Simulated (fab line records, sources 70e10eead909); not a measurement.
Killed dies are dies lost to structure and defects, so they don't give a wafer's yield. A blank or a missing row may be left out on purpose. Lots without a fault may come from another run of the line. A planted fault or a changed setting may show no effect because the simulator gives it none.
Which tool did it? | flow nand_harc | 12 lots, 36 wafers sampled, at 2 steps of a route of 1159

WHAT THE GAUGES READ, wafer by wafer
NHARC_A_SLIT_INSPECT_11.
lot  | measured     | on                | raw_defect_count
L077 | day 14 20:01 | defect_inspect-02 | 21 21 34
L078 | day 15 07:58 | defect_inspect-02 | 14 14 14
L080 | day 15 11:38 | defect_inspect-01 | 16 19 17
L081 | day 16 03:27 | defect_inspect-01 | 11 20 12
L083 | day 16 13:38 | defect_inspect-02 | 36 23 27
L085 | day 16 19:12 | defect_inspect-02 | 9 19 5
L087 | day 17 07:32 | defect_inspect-02 | 30 28 22
L090 | day 18 09:08 | defect_inspect-01 | 16 18 13
L091 | day 18 20:13 | defect_inspect-01 | 13 14 14
L092 | day 18 20:49 | defect_inspect-02 | 21 31 24
L096 | day 19 14:38 | defect_inspect-01 | 12 21 15
L097 | day 20 05:11 | defect_inspect-01 | 24 22 22

WHICH TOOL RAN EACH LOT (tool, then ch and the chambers of the sampled wafers, then the start)
lot  | NHARC_A_SGD_CUT_STRIP_17
L077 | rie_diel-12 ch 0,1,3, day 14 20:01 or earlier
L078 | rie_diel-08 ch 0,1, day 15 07:58 or earlier
L080 | rie_diel-12 ch 0,1,3, day 15 11:38 or earlier
L081 | rie_diel-12 ch 0,1, day 16 03:27 or earlier
L083 | rie_diel-12 ch 1,2,3, day 16 13:38 or earlier
L085 | rie_diel-08 ch 0,1,3, day 16 19:12 or earlier
L087 | rie_diel-08 ch 0,2, day 17 07:32 or earlier
L090 | rie_diel-04 ch 1,2,3, day 18 09:08 or earlier
L091 | rie_diel-04 ch 0,1, day 18 20:13 or earlier
L092 | rie_diel-04 ch 1,3, day 18 20:49 or earlier
L096 | rie_diel-08 ch 0,3, day 19 14:38 or earlier
L097 | rie_diel-04 ch 0,2,3, day 20 05:11 or earlier
- NHARC_A_SGD_CUT_STRIP_17: strips in O2.

THE ANSWER, worked out from the rows above alone
Rule: what is usual is taken from the lots themselves. Put in order of their means at a reading, lots are off if they are a third of the lots or fewer, leave a main group of 4 or more, and stand apart from it by a gap of 3 or more times the standard deviation of the main group's means; of several such gaps the widest counts. A main group whose means are all the same, to the digits that the tables above print for the reading, isn't used. A lot without any number at a reading at which 4 lots or more have one is off too. The other lots that the step has rows for count as sound.
No lot is off at any reading shown: from this, nothing can be told.

WHAT THE SIMULATOR HAD PUT IN
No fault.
